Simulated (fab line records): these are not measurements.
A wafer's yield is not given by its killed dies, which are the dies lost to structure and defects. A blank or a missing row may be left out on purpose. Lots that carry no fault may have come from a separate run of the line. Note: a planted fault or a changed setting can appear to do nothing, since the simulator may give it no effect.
fab line records	flow n5-finfet
record lots=11	wafers=32	last-day=17
route steps=1938 shown BEOL_M4@1060 MIM_TOP_LITHO@1850 MIM_BOT_ETCH@1867 PASSIVATION@1925
lots that met no fault: from a run of the same line without faults
start-h: the number of hours between the record's first day and the start of the first shown wafer of the lot	wait-h: how many hours have passed since the lot's step before this one	" repeats the value in the row above	L1.1+2: a single row standing in for several wafers	- no value, or no start given	* or withheld: withheld	< > ~ a bound
route shown NAME@n: names a module that has steps shown in the file, with the first one's number in the route	usual: mean and standard deviation over wafers with no fault	same: alike in all rows	chamber/n: place in a boat	sites: the reading at each site	_std_site: standard deviation across them	_edge_site: outer sites' mean less inner sites'	radius-mm: how far each site lies from the wafer's centre	mask NAME#n: copy n	behind: the most recent tool/chamber to have shaped the wafer	hold: cause of the lot's hold/its duration in hours/its outcome	device: transistor that didn't switch, given as n, p or np	end of line: the tests these same wafers got at the end of their route	where a step has no rows: the recipe by itself	killed: not the wafer's yield, but the dies lost to structure and defects at the first sort	map: shows each die of a wafer: x if killed, . if not, _ if none is there
set.NAME: the setting as run; set.NAME@STEP: as run at that earlier step	model.NAME: the simulator's own value behind a step, which no gauge read
the route's steps for a sample of lots (tables are steps, rows are wafers)
services: the hour from which a tool's chamber was out of use, counted from the record's first day as start-h (under 0 if before that day), plus the number of hours and why
## steps
# step N5_BEOL_M4_ETCH_77
# recipe chemistry=N2/H2	target=underlayer	target-depth-a=65	mask-material=CAR-EUV	time-s=5.2	ion-energy-ev=200	pressure-mtorr=30	source-w=840	bias-w=150	n2-flow-sccm=200	h2-flow-sccm=200	ends=cleared
# usual drypump-motor-current-A=5.7/0.66	etch-rf-on-time-s=5.19/0.12	oes-product-au=0.70/0.069	rf-vpp-V=522.7/2.7	showerhead-plenum-p-Torr=2.50/0.08	throttle-valve-pct=17.88/0.23
lot.wafer	tool	chamber	start-h	wait-h	drypump-motor-current-A	etch-rf-on-time-s	oes-product-au	rf-hours-counter-h	rf-vpp-V	showerhead-plenum-p-Torr	throttle-valve-pct
L183.2	rie-diel-03	2	159.01	0.0	4.8	5.10	0.78	24	523.2	2.51	17.58
L183.3	"	0	"	"	5.0	5.19	0.76	32	522.6	2.59	17.90
L183.4	"	3	"	"	6.6	5.06	0.80	13	532.0	2.70	17.42
L185.1	rie-diel-04	1	167.90	0.0	6.1	5.07	0.75	47	521.6	2.49	17.61
L185.2	"	2	"	"	5.8	5.15	0.60	224	523.6	2.51	18.14
L185.5	"	3	"	"	5.7	5.05	0.74	-	521.7	2.46	17.93
L191.1	rie-diel-04	3	214.11	0.0	5.7	5.17	0.71	77	522.1	2.45	17.97
L191.3	"	2	"	"	5.9	5.15	0.59	240	520.3	2.51	18.13
L191.6	"	3	"	"	5.7	5.17	0.71	-	521.1	2.45	17.97
L193.3	rie-diel-04	2	225.78	0.0	5.8	5.21	0.58	245	521.6	2.51	18.16
L193.5	"	2	"	"	5.8	5.19	0.59	-	522.1	2.51	18.15
L193.6	"	1	"	"	6.2	5.03	0.72	-	522.4	2.48	17.64
L196.2	rie-diel-06	2	230.81	0.0	5.4	5.41	0.59	241	521.1	2.41	18.24
L196.3	"	0	"	"	5.2	5.32	0.70	80	520.5	2.47	17.93
L197.2	rie-diel-06	1	238.89	0.0	4.9	5.16	0.68	114	520.0	2.46	17.91
L197.5	"	3	"	"	6.7	5.31	0.75	-	523.4	2.48	17.81
L197.6	"	2	"	"	5.4	5.34	0.59	-	520.6	2.41	18.25
L198.2	rie-diel-03	3	247.78	0.0	6.5	5.02	0.73	46	526.1	2.68	17.50
L198.3	"	2	"	"	4.8	5.11	0.72	55	519.4	2.50	17.63
L198.6	"	3	"	"	6.5	5.05	0.75	-	526.4	2.68	17.51
L199.1	rie-diel-06	0	258.71	0.0	5.2	5.32	0.68	87	521.0	2.47	17.95
L199.2	"	1	"	"	4.9	5.20	0.68	119	521.3	2.46	17.95
L199.3	"	3	"	"	6.7	5.45	0.75	36	522.9	2.48	17.80
L202.1	rie-diel-06	3	292.23	0.0	6.7	5.40	0.73	51	521.4	2.47	17.82
L202.3	"	1	"	"	4.9	5.16	0.67	132	522.1	2.45	17.96
L202.5	"	1	"	"	4.8	5.21	0.66	-	522.2	2.45	17.95
L203.1	rie-diel-03	1	292.33	0.0	6.6	5.23	0.81	7	525.3	2.73	17.94
L203.2	"	3	"	"	6.5	4.99	0.73	65	528.8	2.67	17.55
L203.5	"	1	"	"	6.6	5.21	0.80	-	527.7	2.73	17.95
L206.2	rie-diel-06	1	293.02	0.0	4.9	5.22	0.66	133	519.5	2.45	17.96
L206.3	"	3	"	"	6.7	5.35	0.74	51	522.5	2.47	17.82
L206.6	"	1	"	"	4.9	5.20	0.67	-	519.7	2.45	17.96
# step N5_MIM_TOP_LITHO_DESCUM_10
# recipe chemistry=O2	time-s=7.9	source-power-w=50	bias-power-w=20	pressure-mtorr=20	rf-frequency-hz=2.712e+07	temp-c=40	o2-flow-sccm=225
# usual drypump-motor-current-A=5.7/0.56	oes-product-au=0.81/0.069	rf-vpp-V=242.6/1.5	showerhead-plenum-p-Torr=2.06/0.074	throttle-valve-pct=20.42/0.21
lot.wafer	tool	chamber	start-h	wait-h	drypump-motor-current-A	oes-product-au	rf-hours-counter-h	rf-vpp-V	showerhead-plenum-p-Torr	throttle-valve-pct
L183.2	rie-diel-03	0	261.01	0.0	5.0	0.84	70	244.4	2.14	20.69
L183.3	"	2	"	"	4.8	0.85	62	241.3	2.05	20.18
L183.4	"	2	"	"	4.8	0.86	-	242.8	2.05	20.15
L185.1	rie-diel-06	0	265.29	0.0	5.2	0.81	90	240.8	2.02	20.40
L185.2	"	2	"	"	5.4	0.70	249	242.0	1.96	20.62
L185.5	"	1	"	"	4.8	0.79	-	240.8	2.00	20.37
L191.1	rie-diel-06	1	323.57	0.0	4.8	0.77	144	241.1	1.99	20.43
L191.3	"	3	"	"	6.7	0.85	62	241.9	2.05	20.59
L191.6	"	1	"	"	4.9	0.77	-	240.7	1.99	20.42
L193.3	rie-diel-06	2	336.47	0.0	5.3	0.89	15	245.9	2.22	20.27
L193.5	"	3	"	"	6.7	0.86	-	242.0	2.05	20.61
L193.6	"	2	"	"	5.4	0.89	-	246.2	2.22	20.26
L196.2	rie-diel-04	3	341.88	0.0	5.7	0.78	126	242.6	2.04	20.82
L196.3	"	2	"	"	5.8	0.89	26	243.8	2.03	20.18
L197.2	rie-diel-04	2	346.14	0.0	5.8	0.89	28	242.3	2.03	20.17
L197.5	"	2	"	"	5.8	0.90	-	243.2	2.03	20.18
L197.6	"	3	"	"	5.7	0.79	-	241.3	2.04	20.82
L199.1	rie-diel-04	3	368.64	0.0	5.6	0.78	134	242.9	2.04	20.84
L199.2	"	2	"	"	5.9	0.86	37	242.4	2.03	20.20
L199.3	"	1	"	"	6.1	0.79	116	240.6	2.04	20.44
L198.2	rie-diel-04	1	375.54	0.2	6.1	0.78	117	241.7	2.03	20.46
L198.3	"	3	"	"	5.7	0.79	136	242.6	2.04	20.84
L198.6	"	2	"	"	5.8	0.86	-	241.7	2.03	20.21
L202.1	rie-diel-04	3	391.32	0.0	5.7	0.77	142	242.5	2.03	20.83
L202.3	"	0	"	"	5.5	0.69	212	241.8	1.97	20.48
L202.5	"	0	"	"	5.5	0.70	-	240.7	1.97	20.50
L203.1	rie-diel-04	0	395.04	0.0	5.5	0.69	213	240.1	1.97	20.51
L203.2	"	1	"	"	6.1	0.77	125	241.1	2.03	20.45
L203.5	"	3	"	"	5.7	0.77	-	243.1	2.03	20.87
L206.2	rie-diel-03	1	398.62	0.0	6.6	0.87	45	244.7	2.21	20.34
L206.3	"	2	"	"	4.8	0.79	113	242.5	2.04	20.25
L206.6	"	2	"	"	4.8	0.79	-	241.8	2.03	20.20
# step N5_MIM_BOT_ETCH_ETCH_03
# recipe chemistry=Cl2/BCl3	target-depth-a=120	pressure-mtorr=8	icp-w=800	bias-w=100	Cl2_flow_sccm=20	bcl3-flow-sccm=80
# usual drypump-motor-current-A=6.0/0.35	oes-product-au=0.81/0.071	throttle-valve-pct=27.5/0.38
lot.wafer	tool	chamber	start-h	wait-h	drypump-motor-current-A	oes-product-au	rf-hours-counter-h	throttle-valve-pct
L183.2	rie-metal-01	0	262.08	0.1	5.7	0.89	13	27.0
L183.3	"	0	"	"	5.7	0.90	-	27.0
L183.4	"	1	"	"	6.1	0.86	-	28.0
L185.1	rie-metal-02	0	266.18	0.1	6.3	0.85	16	27.6
L185.2	"	1	"	"	6.5	0.71	82	27.4
L185.5	"	1	"	"	6.5	0.71	-	27.4
L191.1	rie-metal-03	0	324.67	0.1	5.6	0.92	6	27.2
L191.3	"	1	"	"	5.5	0.70	-	27.7
L191.6	"	1	"	"	5.5	0.70	-	27.7
L193.3	rie-metal-01	0	337.66	0.1	5.7	0.86	-	27.0
L193.5	"	1	"	"	6.1	0.83	-	28.1
L193.6	"	0	"	"	5.7	0.86	-	27.0
L196.2	rie-metal-01	0	342.95	0.1	5.7	0.86	21	27.0
L196.3	"	0	"	"	5.6	0.86	-	27.0
L197.2	rie-metal-03	1	348.14	0.1	5.5	0.70	85	27.7
L197.5	"	0	"	"	5.7	0.90	-	27.2
L197.6	"	1	"	"	5.5	0.71	-	27.7
L199.1	rie-metal-01	1	369.53	0.1	6.1	0.82	36	28.1
L199.2	"	0	"	"	5.7	0.84	24	27.0
L199.3	"	1	"	"	6.1	0.81	-	28.1
L198.2	rie-metal-01	0	376.55	0.1	5.7	0.84	24	27.0
L198.3	"	1	"	"	6.1	0.81	-	28.1
L198.6	"	0	"	"	5.7	0.84	-	27.0
L202.1	rie-metal-02	1	392.21	0.1	6.5	0.69	92	27.5
L202.3	"	0	"	"	6.3	0.79	-	27.6
L202.5	"	1	"	"	6.5	0.69	-	27.5
L203.1	rie-metal-01	0	396.09	0.1	5.7	0.85	27	27.0
L203.2	"	1	"	"	6.1	0.81	39	28.1
L203.5	"	1	"	"	6.1	0.81	-	28.1
L206.2	rie-metal-01	0	399.52	0.1	5.7	0.83	28	27.0
L206.3	"	0	"	"	5.7	0.84	-	27.0
L206.6	"	0	"	"	5.7	0.84	-	27.0
# step N5_PASSIVATION_CD_MEAS_44
# recipe target-cd-nm=40000	landing-energy-ev=500	detector=se-inlens
# usual cd-nm=39999/3.1
lot.wafer	tool	chamber	start-h	wait-h	cd-nm
L183.2	cd-sem-01	0	266.94	-	40003
L183.3	"	0	"	"	40001
L183.4	"	0	"	"	40002
L185.1	cd-sem-03	0	272.51	-	40001
L185.2	"	0	"	"	39996
L185.5	"	0	"	"	39998
L191.1	cd-sem-03	0	332.22	-	40003
L191.3	"	0	"	"	40003
L191.6	"	0	"	"	39996
L193.3	cd-sem-02	0	343.15	-	39998
L193.5	"	0	"	"	40003
L193.6	"	0	"	"	39998
L196.2	cd-sem-01	0	351.27	-	39993
L196.3	"	0	"	"	40000
L197.2	cd-sem-01	0	355.03	-	39994
L197.5	"	0	"	"	40000
L197.6	"	0	"	"	39997
L199.1	cd-sem-02	0	378.77	-	40002
L199.2	"	0	"	"	40003
L199.3	"	0	"	"	40002
L198.2	cd-sem-02	0	382.48	-	39994
L198.3	"	0	"	"	39995
L198.6	"	0	"	"	39993
L202.1	cd-sem-03	0	400.80	-	40000
L202.3	"	0	"	"	39998
L202.5	"	0	"	"	40000
L203.1	cd-sem-02	0	401.58	-	40006
L203.2	"	0	"	"	39998
L203.5	"	0	"	"	39999
L206.2	cd-sem-02	0	406.87	-	40001
L206.3	"	0	"	"	39996
L206.6	"	0	"	"	39996
# step N5_PASSIVATION_PROBE_49
# usual defect-limited-yield=91.0/1.3	killed_at_M0_to_M3=36/9.5	killed_at_M4_up=14/5.6	killed-at-contacts=12/6.4	killed-at-front-end=40/10	killed-at-other=3.2/3	killed-dies=107/15	killed-open=69/12	killed-short=35/7.7	sort_bin_5_function=5.3/0.91	sort_bin_6_memory=3.3/0.65	sort_bin_8_speed=0.00/0.012	sort-n-pass=1073/15	sort-yield-pct=91.0/1.3
# same gross-dies=1180	killed-at-back-side=0	sort_bin_4_leakage[%]=0
lot.wafer	tool	chamber	start-h	wait-h	defect-limited-yield[%]	killed_at_M0_to_M3	killed_at_M4_up	killed-at-contacts	killed-at-front-end	killed-at-other	killed-dies	killed-open	killed-short	sort_bin_5_function[%]	sort_bin_6_memory[%]	sort_bin_8_speed[%]	sort-n-pass	sort-yield-pct[%]
L191.1	prober-02	-	335.75	0.0	84.7	25	112	2	39	3	181	61	22	9.7	4.2	0	999	84.7
L191.3	prober-02	-	335.85	0.1	83.5	38	97	3	56	1	195	86	35	10.4	4.5	0	985	83.5
L191.6	prober-02	-	336.00	0.3	84.2	40	100	4	43	0	187	61	33	10.8	3.8	0	993	84.2
L193.3	prober-01	-	346.37	0.1	86.0	22	90	10	38	5	165	59	30	9.1	3.6	0	1015	86.0
L193.5	prober-01	-	346.47	0.2	87.0	21	79	10	39	4	153	51	33	8.3	3.2	0	1027	87.0
L193.6	prober-01	-	346.52	0.3	83.3	24	111	14	42	6	197	66	30	10.6	5.2	0	983	83.3
# killed by level:class
L191.1 BEOL_M4:unspecified=97 FIN_SAQP:geometric-particle:open=9 BEOL_M0_SAQP:geometric-particle:open=9 FIN_SAQP:geometric-particle:short=8 STI_FIN_REVEAL:geometric-particle:open=8 GATE_CUT:geometric-particle:open=7 BEOL_M3:geometric-particle:open=7 BEOL_M4:geometric-particle:open=7
L191.3 BEOL_M4:unspecified=72 BEOL_M4:geometric-particle:open=15 STI_FIN_REVEAL:geometric-particle:open=13 BEOL_M1:geometric-particle:open=13 FIN_SAQP:geometric-particle:short=12 BEOL_M3:geometric-particle:open=9 FIN_SAQP:geometric-particle:open=8 STARTING-WAFER:geometric-particle:open=7
L191.6 BEOL_M4:unspecified=92 BEOL_M3:geometric-particle:open=11 BEOL_M0_SAQP:geometric-particle:short=10 BEOL_M1:geometric-particle:open=9 FIN_SAQP:geometric-particle:open=7 GATE_CUT:geometric-particle:short=7 GATE_CUT:geometric-particle:open=7 BEOL_M0_SAQP:geometric-particle:open=6
L193.3 BEOL_M4:unspecified=72 BEOL_M4:geometric-particle:open=9 MOL_CONTACT_COAG:geometric-particle:open=7 BEOL_M0_SAQP:geometric-particle:open=7 FIN_SAQP:geometric-particle:short=6 STI_FIN_REVEAL:geometric-particle:open=5 FIN_SAQP:geometric-particle:open=4 GATE_CUT:geometric-particle:short=4
L193.5 BEOL_M4:unspecified=66 FIN_SAQP:geometric-particle:open=9 BEOL_M4:geometric-particle:open=8 MOL_CONTACT_COAG:geometric-particle:open=5 MOL_CONTACT_COAG:geometric-particle:short=5 BEOL_M0:geometric-particle:open=5 FIN_SAQP:geometric-particle:short=4 GATE_CUT:geometric-particle:short=4
L193.6 BEOL_M4:unspecified=98 MOL_CONTACT_COAG:geometric-particle:open=13 STI_FIN_REVEAL:geometric-particle:open=10 BEOL_M1:geometric-particle:open=8 FIN_SAQP:geometric-particle:short=5 BEOL_M0_SAQP:geometric-particle:short=5 GATE_CUT:geometric-particle:short=5 BEOL_M2:geometric-particle:open=5
## services
tool	chamber	start-h	hours	kind
rie-diel-06	3	135.20	-	clean
rie-diel-06	3	135.20	-	consumable-replace:focus-ring
rie-diel-06	3	135.20	16.4	scheduled-down
rie-diel-06	3	135.20	16.4	vent-cycle
rie-metal-02	1	140.89	24.9	repair
rie-diel-04	0	148.13	8.1	repair
rie-metal-02	-	177.85	0.3	repair
rie-metal-01	0	188.31	14.9	repair
rie-diel-04	2	239.29	-	clean
rie-diel-04	2	239.29	-	consumable-replace:focus-ring
rie-diel-04	2	239.29	25.0	scheduled-down
rie-diel-04	2	239.29	25.0	vent-cycle
rie-diel-06	2	243.08	8.3	repair
rie-metal-01	-	249.72	2.8	pm
rie-metal-01	-	255.36	4.0	pm
rie-diel-06	2	268.31	-	clean
rie-diel-06	2	268.31	-	consumable-replace:focus-ring
rie-diel-06	2	268.31	-	consumable-replace:showerhead
rie-diel-06	2	268.31	28.1	scheduled-down
rie-diel-04	3	281.53	2.6	repair
rie-metal-02	-	304.64	2.8	pm
rie-diel-04	-	311.41	0.7	repair
rie-diel-06	0	356.03	43.4	repair
rie-diel-03	0	388.66	19.8	repair
## key
first-sign step=N5_PASSIVATION_PROBE_49	reading=killed_at_M4_up	direction=up	sigmas=15	usual=14	struck=98
effect step=N5_PASSIVATION_PROBE_49	reading=defect-limited-yield	direction=down	sigmas=4.7	usual=91.0	struck=84.8
more-kills-born-at N5_BEOL_M4_ETCH_77@rie-diel-04=497
met-at N5_BEOL_M4_ETCH_77
struck-lots L191,L193
not-acting-at N5_MIM_TOP_LITHO_DESCUM_10,N5_MIM_BOT_ETCH_ETCH_03,N5_PASSIVATION_CD_MEAS_44
onset-between 167.90 214.11
fault kind=chamber-particle-source	tool=rie-diel-04	chamber=-	onset-h=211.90	steps=N5_BEOL_M4_ETCH_77	rate-per-visit-cm2=0.39083	end-h=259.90
